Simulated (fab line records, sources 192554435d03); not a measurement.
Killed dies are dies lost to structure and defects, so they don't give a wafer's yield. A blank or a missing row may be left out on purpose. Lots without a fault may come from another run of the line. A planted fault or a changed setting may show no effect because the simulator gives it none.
Chamber matching | flow n5_finfet | N5_SD_EPI_N_ETCH_34 on rie_diel-02: 4 sister chambers
The step etches SiARC in CF4, target depth 45.5 nm, time 75.8 s. 18 wafers are shown with their chamber, then 9 later ones without.

WAFERS WITH THEIR CHAMBER
wafer  | chamber | showerhead_plenum_p_Torr (Torr) | drypump_motor_current_A (A) | throttle_valve_pct (%)
L077.2 | 1       | 2.09                            | 6.4                         | 15.42
L077.3 | 2       | 2.21                            | 5.8                         | 15.89
L077.4 | 3       | 2.12                            | 6.1                         | 15.90
L080.2 | 2       | 2.21                            | 5.7                         | 15.90
L080.4 | 1       | 2.09                            | 6.3                         | 15.42
L080.5 | 2       | 2.20                            | 5.8                         | 15.87
L081.1 | 1       | 2.09                            | 6.4                         | 15.46
L081.5 | 0       | 2.29                            | 5.5                         | 15.43
L081.6 | 3       | 2.12                            | 6.1                         | 15.93
L085.2 | 3       | 2.11                            | 6.1                         | 15.94
L085.3 | 1       | 2.08                            | 6.3                         | 15.47
L085.6 | 1       | 2.08                            | 6.3                         | 15.46
L086.3 | 0       | 2.29                            | 5.5                         | 15.44
L086.4 | 0       | 2.29                            | 5.5                         | 15.44
L086.6 | 1       | 2.08                            | 6.3                         | 15.46
L090.2 | 3       | 2.11                            | 6.1                         | 15.97
L090.5 | 1       | 2.08                            | 6.3                         | 15.47
L090.6 | 2       | 2.20                            | 5.8                         | 15.44

SIGNATURES (means of the wafers above)
reading                  | chamber 0 | chamber 1 | chamber 2 | chamber 3 | scatter within a chamber
showerhead_plenum_p_Torr | 2.2900    | 2.0843    | 2.2050    | 2.1150    | 0.00515
drypump_motor_current_A  | 5.500     | 6.329     | 5.775     | 6.100     | 0.0394
throttle_valve_pct       | 15.4367   | 15.4514   | 15.7750   | 15.9350   | 0.105
Rule: a wafer's distance from a chamber is the root of the sum, over the readings, of the square of ((its reading less the chamber's mean) divided by the reading's scatter). The wafer belongs to the nearest chamber; if the next one is less than 2 further off, it can't be placed. The scatter: the root of (the sum of the squares of (reading less its chamber's mean) over the shown wafers, divided by (wafers less chambers)).

WAFERS WITHOUT THEIR CHAMBER
wafer  | showerhead_plenum_p_Torr (Torr) | drypump_motor_current_A (A) | throttle_valve_pct (%)
L091.1 | 2.08                            | 6.3                         | 15.48
L091.4 | 2.28                            | 5.5                         | 15.46
L091.5 | 2.20                            | 5.8                         | 15.45
L095.1 | 2.08                            | 6.3                         | 15.50
L095.2 | 2.28                            | 5.5                         | 15.47
L095.3 | 2.11                            | 6.1                         | 15.49
L095.4 | 2.20                            | 5.8                         | 15.45
L095.5 | 2.11                            | 6.1                         | 15.49
L095.6 | 2.28                            | 5.5                         | 15.46

WHICH CHAMBER EACH WENT THROUGH
wafer  | from the rows above | in truth
L091.1 | 1                   | 1
L091.4 | 0                   | 0
L091.5 | 2                   | 2
L095.1 | 1                   | 1
L095.2 | 0                   | 0
L095.3 | 3                   | 3
L095.4 | 2                   | 2
L095.5 | 3                   | 3
L095.6 | 0                   | 0
Placed correctly: 9 of 9. Can't be placed from these rows: 0. Placed wrongly: 0.
